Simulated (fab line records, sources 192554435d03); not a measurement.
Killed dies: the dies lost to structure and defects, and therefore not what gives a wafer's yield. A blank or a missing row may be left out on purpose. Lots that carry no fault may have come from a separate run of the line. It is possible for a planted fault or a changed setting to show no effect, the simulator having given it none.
fab line records	flow n5_finfet
record lots=5	wafers=15	last_day=17
route steps=1938 shown BEOL_M15@1783 PASSIVATION@1936
lots that met no fault: from a run of the same line without faults
start_h: start of the lot's first displayed wafer, in hours after the record's first day	wait_h: hours since the lot's step before	" as in the row above	L1.1+2: several wafers, shown together as one row	- either no value or no given start	* or withheld: withheld	< > ~ a bound
route shown NAME@n: NAME is a module with steps in the file, n the number in the route of the first one	usual: average and standard deviation across the fault-free wafers	same: alike in all rows	chamber/n: place in a boat	sites: readings site by site	_std_site: standard deviation of those values	_edge_site: the outer-site mean with the inner-site mean subtracted	radius_mm: for every site, how far away it sits from the centre of the wafer	mask NAME#n: copy n	behind: the tool/chamber that last shaped the wafer	hold: why the lot went on hold/how many hours it stayed there/how the hold came to an end	device: whichever transistor did not switch (one of n, p or np)	end of line: the route-end tests of the same wafers	a step given without rows: its recipe and nothing more	killed: dies that structure and defects cost at the first sort, which is not the same as the wafer's yield	map: the dies of a wafer, with x for killed, . for not killed, _ for no die there
set.NAME: the setting as run; set.NAME@STEP: as run at that earlier step	model.NAME: the simulator's own value behind a step, which no gauge read
lots seen at some steps along the route; tables by step, rows by wafer
services: a tool's chamber out of use, with start hour (start_h, from the record's first day; less than 0 if before it), hours out, and reason
## steps
# step N5_BEOL_M15_CD_MEAS_10
# recipe target_cd_nm=360	landing_energy_ev=500	detector=se_inlens	polarity=opening
# usual cd_nm=361.0/1.5
lot.wafer	tool	chamber	start_h	wait_h	cd_nm
L611.2	cd_sem-02	0	261.06	-	362.5
L611.3	"	0	"	"	361.1
L611.5	"	0	"	"	362.0
L615.4	cd_sem-01	0	291.80	-	361.8
L615.5	"	0	"	"	364.2
L615.6	"	0	"	"	362.6
L620.1	cd_sem-03	0	326.56	-	360.1
L620.5	"	0	"	"	359.1
L620.6	"	0	"	"	362.8
L623.2	cd_sem-03	0	341.48	-	361.1
L623.3	"	0	"	"	361.0
L623.4	"	0	"	"	360.3
L629.2	cd_sem-01	0	384.91	-	359.3
L629.5	"	0	"	"	361.0
L629.6	"	0	"	"	360.3
# step N5_BEOL_M15_OVL_MEAS_11
# recipe points_per_wafer=44
# usual V14_OVL=3/3.9
lot.wafer	tool	chamber	start_h	wait_h	V14_OVL[nm]
L611.2	overlay-02	0	261.09	0.0	2
L611.3	"	0	"	"	10
L611.5	"	0	"	"	3
L615.4	overlay-02	0	291.83	0.0	-5
L615.5	"	0	"	"	-3
L615.6	"	0	"	"	2
L620.1	overlay-01	0	326.59	0.0	5
L620.5	"	0	"	"	8
L620.6	"	0	"	"	10
L623.2	overlay-02	0	341.51	0.0	-1
L623.3	"	0	"	"	-1
L623.4	"	0	"	"	-1
L629.2	overlay-01	0	384.94	0.0	-2
L629.5	"	0	"	"	0
L629.6	"	0	"	"	-2
# step N5_BEOL_M15_INSPECT_12
# recipe mode=adi	inspect_instrument=macro
# usual raw_defect_count=2.0/1.5
lot.wafer	tool	chamber	start_h	wait_h	raw_defect_count
L611.2	defect_inspect-01	-	261.12	0.0	7
L611.3	"	-	"	"	3
L611.5	"	-	"	"	0
L615.4	defect_inspect-02	-	291.85	0.0	0
L615.5	"	-	"	"	2
L615.6	"	-	"	"	2
L620.1	defect_inspect-02	-	326.62	0.0	0
L620.5	"	-	"	"	2
L620.6	"	-	"	"	2
L623.2	defect_inspect-01	-	341.53	0.0	1
L623.3	"	-	"	"	2
L623.4	"	-	"	"	0
L629.2	defect_inspect-02	-	384.97	0.0	3
L629.5	"	-	"	"	1
L629.6	"	-	"	"	3
# step N5_BEOL_M15_DESCUM_15
# recipe chemistry=O2	time_s=7.9	source_power_w=50	bias_power_w=20	pressure_mtorr=20	rf_frequency_hz=2.712e+07	temp_c=40	o2_flow_sccm=225
# usual drypump_motor_current_A=5.6/0.48	oes_product_au=0.78/0.09	rf_vpp_V=244.2/1.3	showerhead_plenum_p_Torr=2.15/0.062	throttle_valve_pct=20.48/0.27
lot.wafer	tool	chamber	start_h	wait_h	drypump_motor_current_A	oes_product_au	rf_hours_counter_h	rf_vpp_V	showerhead_plenum_p_Torr	throttle_valve_pct
L611.2	rie_diel-02	2	261.15	0.0	5.0	0.92	25	246.1	2.21	19.99
L611.3	"	0	"	"	5.2	0.73	179	244.7	2.18	20.87
L611.5	"	0	"	"	5.2	0.72	-	244.6	2.18	20.87
L615.4	rie_diel-02	1	291.89	0.0	5.7	0.91	32	245.3	2.22	20.71
L615.5	"	0	"	"	5.2	0.71	-	245.0	2.17	20.87
L615.6	"	1	"	"	5.7	0.91	-	244.0	2.22	20.69
L620.1	rie_diel-05	3	327.12	0.5	5.6	0.71	210	244.3	2.17	20.33
L620.5	"	3	"	"	5.6	0.71	-	244.1	2.17	20.33
L620.6	"	1	"	"	5.7	0.81	-	244.2	2.12	20.57
L623.2	rie_diel-05	2	341.57	0.0	5.0	0.68	243	245.1	2.13	20.83
L623.3	"	0	"	"	6.2	0.95	1	245.7	2.22	20.25
L623.4	"	3	"	"	5.6	0.70	216	244.3	2.16	20.36
L629.2	rie_diel-05	3	385.32	0.4	5.5	0.68	229	244.1	2.16	20.34
L629.5	"	1	"	"	5.7	0.80	-	242.0	2.11	20.60
L629.6	"	0	"	"	6.1	0.88	-	244.5	2.22	20.27
# step N5_BEOL_M15_ETCH_59
# recipe chemistry=N2/H2	target=BARC	target_depth_a=890	overetch_a=267	time_s=67.9	ion_energy_ev=200	pressure_mtorr=30	source_w=840	bias_w=150	n2_flow_sccm=200	h2_flow_sccm=200
# usual drypump_motor_current_A=5.6/0.48	oes_product_au=0.67/0.072	rf_vpp_V=525.9/2.1	showerhead_plenum_p_Torr=2.62/0.078	throttle_valve_pct=17.99/0.3
lot.wafer	tool	chamber	start_h	wait_h	drypump_motor_current_A	oes_product_au	rf_hours_counter_h	rf_vpp_V	showerhead_plenum_p_Torr	throttle_valve_pct
L611.2	rie_diel-02	2	261.19	0.0	5.0	0.79	25	527.8	2.70	17.43
L611.3	"	0	"	"	5.2	0.61	179	526.9	2.62	18.13
L611.5	"	0	"	"	5.2	0.62	-	526.7	2.62	18.15
L615.4	rie_diel-02	1	291.92	0.0	5.6	0.78	32	528.4	2.71	18.29
L615.5	"	0	"	"	5.2	0.61	-	525.9	2.62	18.14
L615.6	"	1	"	"	5.6	0.78	-	527.3	2.71	18.28
L620.1	rie_diel-05	3	327.15	0.0	5.6	0.61	210	526.5	2.64	17.86
L620.5	"	3	"	"	5.6	0.60	-	525.6	2.64	17.87
L620.6	"	1	"	"	5.7	0.69	-	524.2	2.56	18.01
L623.2	rie_diel-05	2	341.60	0.0	5.0	0.59	243	526.4	2.63	18.66
L623.3	"	0	"	"	6.2	0.81	1	529.3	2.71	17.75
L623.4	"	3	"	"	5.6	0.60	216	526.3	2.64	17.88
L629.2	rie_diel-05	3	385.36	0.0	5.6	0.59	229	524.9	2.63	17.92
L629.5	"	1	"	"	5.7	0.67	-	525.7	2.55	18.04
L629.6	"	0	"	"	6.2	0.76	-	529.0	2.71	17.75
# step N5_BEOL_M15_VIA_ETCH_16
# recipe chemistry=C4F8/O2/Ar	target=SiO2	he_inner_torr=15	he_outer_torr=30	target_depth_a=17922	time_s=withheld	ion_energy_ev=800	pressure_mtorr=20	source_w=1905	bias_w=2040	Ar_flow_sccm=400	C4F8_flow_sccm=16	O2_flow_sccm=12	ends=cleared
# usual O2_flow_sccm=11.99/0.033	drypump_motor_current_A=5.6/0.48	mfc_ar_sccm=400.1/1.2	oes_product_au=0.71/0.082	rf_vpp_V=2236/29	showerhead_plenum_p_Torr=3.52/0.099	throttle_valve_pct=30.91/0.28
lot.wafer	tool	chamber	start_h	wait_h	O2_flow_sccm	drypump_motor_current_A	mfc_ar_sccm	oes_product_au	rf_vpp_V	showerhead_plenum_p_Torr	throttle_valve_pct
L611.2	rie_diel-02	2	261.24	0.0	12.00	5.0	399.9	0.83	2296	3.67	30.81
L611.3	"	0	"	"	11.99	5.2	401.1	0.65	2196	3.53	31.05
L611.5	"	0	"	"	12.03	5.2	399.3	0.65	2196	3.53	31.05
L615.4	rie_diel-02	1	291.97	0.0	11.99	5.7	399.2	0.83	2234	3.60	31.13
L615.5	"	0	"	"	12.00	5.2	399.0	0.64	2195	3.53	31.05
L615.6	"	1	"	"	12.00	5.6	401.2	0.83	2234	3.60	31.13
L620.1	rie_diel-05	3	327.21	0.0	12.00	5.6	400.7	0.63	2243	3.55	30.78
L620.5	"	3	"	"	11.92	5.6	401.0	0.63	2242	3.55	30.77
L620.6	"	1	"	"	12.02	5.7	398.9	0.73	2260	3.44	30.84
L623.2	rie_diel-05	2	341.65	0.0	11.95	5.0	399.8	0.63	2224	3.54	31.58
L623.3	"	0	"	"	12.02	6.2	401.2	0.87	2265	3.63	30.67
L623.4	"	3	"	"	12.03	5.6	401.3	0.63	2240	3.55	30.79
L629.2	rie_diel-05	3	385.41	0.0	12.00	5.6	398.4	0.61	2239	3.54	30.80
L629.5	"	1	"	"	11.96	5.7	398.9	0.72	2259	3.43	30.87
L629.6	"	0	"	"	11.99	6.2	400.3	0.82	2265	3.62	30.70
# step N5_BEOL_M15_STRIP_63
# recipe chemistry=O2	power_w=600	temp_c=60	pressure_mtorr=30	rf_frequency_hz=6e+07	bias_power_w=0	overash_fraction=0.3	o2_flow_sccm=225
# usual drypump_motor_current_A=5.6/0.48	oes_product_au=0.79/0.089	rf_vpp_V=3.7/0.81	showerhead_plenum_p_Torr=2.15/0.062	throttle_valve_pct=16.72/0.27
# same overash_fraction=0.3
lot.wafer	tool	chamber	start_h	wait_h	drypump_motor_current_A	oes_product_au	rf_hours_counter_h	rf_vpp_V	showerhead_plenum_p_Torr	throttle_valve_pct
L611.2	rie_diel-02	2	-	-	5.0	0.91	25	3.2	2.21	16.22
L611.3	"	0	"	"	5.2	0.73	180	2.4	2.18	17.17
L611.5	"	0	"	"	5.1	0.73	-	2.2	2.18	17.14
L615.4	rie_diel-02	1	-	-	5.6	0.91	32	3.9	2.23	16.82
L615.5	"	0	"	"	5.2	0.71	-	4.8	2.18	17.17
L615.6	"	1	"	"	5.6	0.92	-	4.4	2.23	16.83
L620.1	rie_diel-05	3	-	-	5.6	0.70	210	1.9	2.17	16.60
L620.5	"	3	"	"	5.6	0.71	-	3.4	2.17	16.60
L620.6	"	1	"	"	5.7	0.83	-	3.6	2.12	16.77
L623.2	rie_diel-05	2	-	-	5.0	0.69	243	1.7	2.13	17.11
L623.3	"	0	"	"	6.2	0.95	1	3.9	2.23	16.43
L623.4	"	3	"	"	5.6	0.70	216	3.1	2.17	16.60
L629.2	rie_diel-05	3	-	-	5.6	0.69	230	3.6	2.16	16.62
L629.5	"	1	"	"	5.7	0.81	-	4.2	2.12	16.80
L629.6	"	0	"	"	6.2	0.89	-	4.4	2.22	16.48
# step N5_BEOL_M15_STRIP_64
# recipe chemistry=O2	power_w=600	temp_c=60	pressure_mtorr=30	rf_frequency_hz=6e+07	bias_power_w=0	overash_fraction=0.3	o2_flow_sccm=225
# usual drypump_motor_current_A=5.6/0.48	oes_product_au=0.78/0.09	rf_vpp_V=3.6/0.47	showerhead_plenum_p_Torr=2.15/0.062	throttle_valve_pct=16.72/0.27
# same overash_fraction=0.3
lot.wafer	tool	chamber	start_h	wait_h	drypump_motor_current_A	oes_product_au	rf_hours_counter_h	rf_vpp_V	showerhead_plenum_p_Torr	throttle_valve_pct
L611.2	rie_diel-02	2	-	-	5.0	0.92	25	3.7	2.21	16.24
L611.3	"	0	"	"	5.2	0.73	180	4.3	2.18	17.13
L611.5	"	0	"	"	5.2	0.72	-	3.2	2.18	17.13
L615.4	rie_diel-02	1	-	-	5.6	0.92	32	4.0	2.23	16.82
L615.5	"	0	"	"	5.2	0.72	-	3.5	2.18	17.14
L615.6	"	1	"	"	5.6	0.93	-	3.8	2.23	16.83
L620.1	rie_diel-05	3	-	-	5.6	0.70	210	3.7	2.17	16.59
L620.5	"	3	"	"	5.6	0.70	-	4.3	2.17	16.61
L620.6	"	1	"	"	5.7	0.82	-	3.8	2.12	16.76
L623.2	rie_diel-05	2	-	-	5.0	0.68	243	3.0	2.13	17.09
L623.3	"	0	"	"	6.1	0.96	1	4.7	2.23	16.47
L623.4	"	3	"	"	5.6	0.70	216	4.2	2.17	16.61
L629.2	rie_diel-05	3	-	-	5.6	0.68	230	4.9	2.16	16.63
L629.5	"	1	"	"	5.7	0.78	-	3.8	2.12	16.79
L629.6	"	0	"	"	6.2	0.89	-	3.3	2.22	16.50
# step N5_BEOL_M15_STRIP_65
# recipe chemistry=post_etch_residue_remover	time_s=60	temp_c=25	remover_ph=withheld	remover_water_wt_pct=withheld	remover_fluoride_wt_pct=withheld
# step N5_BEOL_M15_SRD_66
# recipe time_s=30	temp_c=23	rinse_liquid=diw	dry=n2_spin	spin_rpm=1500	dry_time_s=30
# step N5_BEOL_M15_CD_MEAS_17
# recipe target_cd_nm=360	polarity=opening
# usual cd_nm=362.5/1.9
lot.wafer	tool	chamber	start_h	wait_h	cd_nm
L611.2	cd_sem-03	-	261.65	0.0	363.2
L611.3	"	-	"	"	363.8
L611.5	"	-	"	"	364.7
L615.4	cd_sem-03	-	292.39	0.0	362.7
L615.5	"	-	"	"	367.5
L615.6	"	-	"	"	364.0
L620.1	cd_sem-03	-	327.62	0.0	362.1
L620.5	"	-	"	"	360.0
L620.6	"	-	"	"	363.3
L623.2	cd_sem-01	-	342.06	0.0	362.9
L623.3	"	-	"	"	361.3
L623.4	"	-	"	"	363.0
L629.2	cd_sem-03	-	385.82	0.0	360.9
L629.5	"	-	"	"	363.3
L629.6	"	-	"	"	363.8
# step N5_BEOL_M15_COAT_56
# recipe resist=SOC	temp_c=250	time_s=60	spin_rpm=1500	resist_thk_nm=550
# step N5_BEOL_M15_ETCH_57
# recipe chemistry=N2/H2	target=SOC	source_w=3000	bias_w=350	time_s=750	ion_energy_ev=200	pressure_mtorr=30	n2_flow_sccm=200	h2_flow_sccm=200
# usual drypump_motor_current_A=5.7/0.54	oes_product_au=0.78/0.085	rf_vpp_V=525.4/2.7	showerhead_plenum_p_Torr=2.60/0.096	throttle_valve_pct=17.84/0.29
lot.wafer	tool	chamber	start_h	wait_h	drypump_motor_current_A	oes_product_au	rf_hours_counter_h	rf_vpp_V	showerhead_plenum_p_Torr	throttle_valve_pct
L611.2	rie_diel-06	0	261.82	-	5.2	0.72	180	521.5	2.41	17.71
L611.3	"	1	"	"	6.6	0.84	62	527.1	2.69	17.49
L611.5	"	3	"	"	6.5	0.73	-	527.5	2.63	17.74
L615.4	rie_diel-02	3	292.49	-	5.5	0.73	183	527.2	2.64	18.02
L615.5	"	0	"	"	5.2	0.72	-	525.2	2.62	18.06
L615.6	"	2	"	"	5.0	0.89	-	529.3	2.70	17.35
L620.1	rie_diel-02	3	327.72	-	5.5	0.72	192	524.5	2.63	18.02
L620.5	"	2	"	"	5.0	1.12	-	527.8	2.69	17.34
L620.6	"	3	"	"	5.5	0.72	-	525.4	2.63	18.02
L623.2	rie_diel-05	3	342.16	-	5.6	0.69	216	525.5	2.64	17.77
L623.3	"	0	"	"	6.2	0.95	2	530.2	2.71	17.63
L623.4	"	1	"	"	5.7	0.80	99	523.8	2.56	17.91
L629.2	rie_diel-06	0	386.05	-	5.1	0.69	215	521.3	2.40	17.78
L629.5	"	1	"	"	6.6	0.79	-	527.6	2.68	17.56
L629.6	"	3	"	"	6.5	0.69	-	526.8	2.62	17.80
# step N5_BEOL_M15_COAT_60
# recipe resist=BARC	temp_c=205	time_s=60	spin_rpm=1500	resist_thk_nm=89
# step N5_PASSIVATION_PROBE_49
# usual defect_limited_yield=91.4/1.4	killed_at_M0_to_M3=31/10	killed_at_M4_up=14/5.6	killed_at_contacts=13/6.3	killed_at_front_end=39/10	killed_at_other=4/3.1	killed_dies=101/16	killed_open=65/13	killed_short=34/7.2	sort_bin_5_function=5.1/0.88	sort_bin_6_memory=3.2/0.66	sort_n_pass=1079/16	sort_yield_pct=91.4/1.4
# same gross_dies=1180	killed_at_back_side=0	sort_bin_4_leakage[%]=0	sort_bin_8_speed[%]=0
lot.wafer	tool	chamber	start_h	wait_h	defect_limited_yield[%]	killed_at_M0_to_M3	killed_at_M4_up	killed_at_contacts	killed_at_front_end	killed_at_other	killed_dies	killed_open	killed_short	sort_bin_5_function[%]	sort_bin_6_memory[%]	sort_n_pass	sort_yield_pct[%]
L611.2	prober-01	-	284.90	0.1	91.1	20	21	19	45	0	105	73	31	5.9	2.8	1075	91.1
L611.3	prober-01	-	284.95	0.1	88.4	35	16	12	62	12	137	89	47	6.9	4.3	1043	88.4
L611.5	prober-01	-	285.05	0.2	92.2	15	15	11	46	5	92	59	32	4.1	3.3	1088	92.2
L615.4	prober-01	-	316.22	0.2	92.7	31	13	9	30	3	86	49	37	3.9	3.1	1094	92.7
L615.5	prober-01	-	316.27	0.2	89.2	61	17	16	30	4	128	86	42	5.6	4.7	1052	89.2
L615.6	prober-01	-	316.32	0.3	89.7	46	14	20	36	5	121	78	43	7.0	3.0	1059	89.7
L620.6	prober-01	-	346.79	0.3	89.9	48	15	28	27	1	119	80	39	5.8	4.1	1061	89.9
L623.2	prober-01	-	362.17	0.1	92.5	18	28	15	24	3	88	58	26	4.5	2.6	1092	92.5
L623.3	prober-01	-	362.22	0.1	91.5	22	17	10	42	9	100	57	42	5.6	2.5	1080	91.5
L623.4	prober-01	-	362.27	0.2	92.3	22	21	19	27	2	91	58	31	4.7	2.7	1089	92.3
L629.2	prober-02	-	405.22	0.1	91.1	27	17	13	43	5	105	54	48	5.2	3.1	1075	91.1
L629.5	prober-02	-	405.37	0.2	92.2	34	8	8	38	4	92	60	31	5.1	2.3	1088	92.2
L629.6	prober-02	-	405.42	0.3	91.9	25	16	10	43	2	96	52	38	4.0	3.1	1084	91.9
# killed by level:class
L611.2 MOL_CONTACT_COAG:geometric_particle:open=16 FIN_SAQP:geometric_particle:open=11 BEOL_M4:geometric_particle:open=10 STI_FIN_REVEAL:geometric_particle:open=8 BEOL_M5:geometric_particle:open=6 FIN_SAQP:geometric_particle:short=5 STARTING-WAFER:geometric_particle:open=5 STI_FIN_REVEAL:geometric_particle:short=4
L611.3 FIN_SAQP:geometric_particle:open=26 FIN_SAQP:geometric_particle:short=10 MOL_CONTACT_COAG:geometric_particle:open=8 BEOL_M0_SAQP:geometric_particle:open=7 STI_FIN_REVEAL:geometric_particle:open=6 BEOL_M0_SAQP:geometric_particle:short=6 ILD0:geometric_particle:open=5 BEOL_M2:geometric_particle:open=5
L611.5 FIN_SAQP:geometric_particle:open=14 MOL_CONTACT_COAG:geometric_particle:open=8 FIN_SAQP:geometric_particle:short=6 ILD0:geometric_particle:short=6 ILD0:geometric_particle:open=5 BEOL_M8:geometric_particle:open=4 STI_FIN_REVEAL:geometric_particle:open=4 BEOL_M0_SAQP:geometric_particle:open=4
L615.4 BEOL_M0_SAQP:geometric_particle:short=8 BEOL_M1:geometric_particle:open=8 STI_FIN_REVEAL:geometric_particle:open=7 FIN_SAQP:geometric_particle:short=6 BEOL_M3:geometric_particle:open=6 MOL_CONTACT_COAG:geometric_particle:open=5 BEOL_M8:geometric_particle:open=5 FIN_SAQP:geometric_particle:open=4
L615.5 BEOL_M0_SAQP:geometric_particle:open=20 MOL_CONTACT_COAG:geometric_particle:open=16 BEOL_M0_SAQP:geometric_particle:short=15 BEOL_M1:geometric_particle:open=12 BEOL_M4:geometric_particle:open=10 FIN_SAQP:geometric_particle:short=7 FIN_SAQP:geometric_particle:open=6 BEOL_M1:geometric_particle:short=3
L615.6 MOL_CONTACT_COAG:geometric_particle:open=17 BEOL_M0_SAQP:geometric_particle:short=14 BEOL_M0_SAQP:geometric_particle:open=11 STI_FIN_REVEAL:geometric_particle:open=10 BEOL_M3:geometric_particle:open=8 BEOL_M1:geometric_particle:open=6 FIN_SAQP:geometric_particle:open=5 STI_FIN_REVEAL:geometric_particle:short=5
L620.6 MOL_CONTACT_COAG:geometric_particle:open=23 BEOL_M0_SAQP:geometric_particle:short=10 BEOL_M0_SAQP:geometric_particle:open=9 BEOL_M4:geometric_particle:open=7 BEOL_M3:geometric_particle:open=7 FIN_SAQP:geometric_particle:short=6 BEOL_M0:geometric_particle:open=6 BEOL_M2:geometric_particle:open=6
L623.2 MOL_CONTACT_COAG:geometric_particle:open=13 FIN_SAQP:geometric_particle:open=8 BEOL_M4:geometric_particle:open=8 BEOL_M0_SAQP:geometric_particle:short=7 BEOL_M6:geometric_particle:open=6 STI_FIN_REVEAL:geometric_particle:open=4 BEOL_M3:geometric_particle:short=4 BEOL_M5:geometric_particle:open=4
L623.3 GATE_CUT:geometric_particle:short=9 FIN_SAQP:geometric_particle:open=7 MOL_CONTACT_COAG:geometric_particle:open=7 FIN_SAQP:geometric_particle:short=6 STI_FIN_REVEAL:geometric_particle:open=6 BEOL_M0_SAQP:geometric_particle:open=6 BEOL_M0_SAQP:geometric_particle:short=6 GATE_CUT:geometric_particle:open=4
L623.4 MOL_CONTACT_COAG:geometric_particle:open=12 BEOL_M0_SAQP:geometric_particle:open=9 BEOL_M4:geometric_particle:open=8 FIN_SAQP:geometric_particle:open=7 MOL_CONTACT_COAG:geometric_particle:short=7 FIN_SAQP:geometric_particle:short=5 BEOL_M4:geometric_particle:short=5 BEOL_M2:geometric_particle:open=4
L629.2 FIN_SAQP:geometric_particle:short=17 BEOL_M0_SAQP:geometric_particle:short=11 FIN_SAQP:geometric_particle:open=10 MOL_CONTACT_COAG:geometric_particle:open=8 BEOL_M4:geometric_particle:open=8 BEOL_M0_SAQP:geometric_particle:open=7 GATE_CUT:geometric_particle:short=5 MOL_CONTACT_COAG:geometric_particle:short=5
L629.5 FIN_SAQP:geometric_particle:open=8 GATE_CUT:geometric_particle:short=8 BEOL_M2:geometric_particle:open=8 MOL_CONTACT_COAG:geometric_particle:open=7 BEOL_M1:geometric_particle:open=5 BEOL_M0_SAQP:geometric_particle:open=5 BEOL_M0_SAQP:geometric_particle:short=5 FIN_SAQP:geometric_particle:short=4
L629.6 BEOL_M4:geometric_particle:open=8 GATE_CUT:geometric_particle:short=7 MOL_CONTACT_COAG:geometric_particle:open=7 BEOL_M1:geometric_particle:open=7 FIN_SAQP:geometric_particle:short=6 FIN_SAQP:geometric_particle:open=6 BEOL_M2:geometric_particle:open=6 STARTING-WAFER:geometric_particle:open=5
## services
tool	chamber	start_h	hours	kind
rie_diel-06	2	290.72	8.7	repair
rie_diel-05	0	302.92	10.6	repair
rie_diel-06	1	313.56	3.6	repair
rie_diel-06	-	324.61	2.8	pm
rie_diel-02	2	330.09	1.6	repair
rie_diel-06	0	339.69	7.4	repair
rie_diel-05	2	353.39	15.3	repair
rie_diel-05	2	377.23	-	clean
rie_diel-05	2	377.23	-	consumable_replace:focus_ring
rie_diel-05	2	377.23	21.7	scheduled_down
rie_diel-05	2	377.23	21.7	vent_cycle
rie_diel-05	-	381.65	2.8	pm
rie_diel-06	2	385.88	2.4	repair
## key
first_sign step=N5_BEOL_M15_ETCH_57	reading=oes_product_au	direction=up	sigmas=4	usual=0.78	struck=1.12
effect none on later readings
met_at N5_BEOL_M15_ETCH_57
struck_wafers L620.5
onset_between 292.49 327.72
fault kind=process_parameter_drift	tool=rie_diel-02	chamber=-	onset_h=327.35	steps=N5_BEOL_M15_ETCH_57	channel=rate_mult	offset=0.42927	shape=step	end_h=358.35	scope=struck_wafers_only
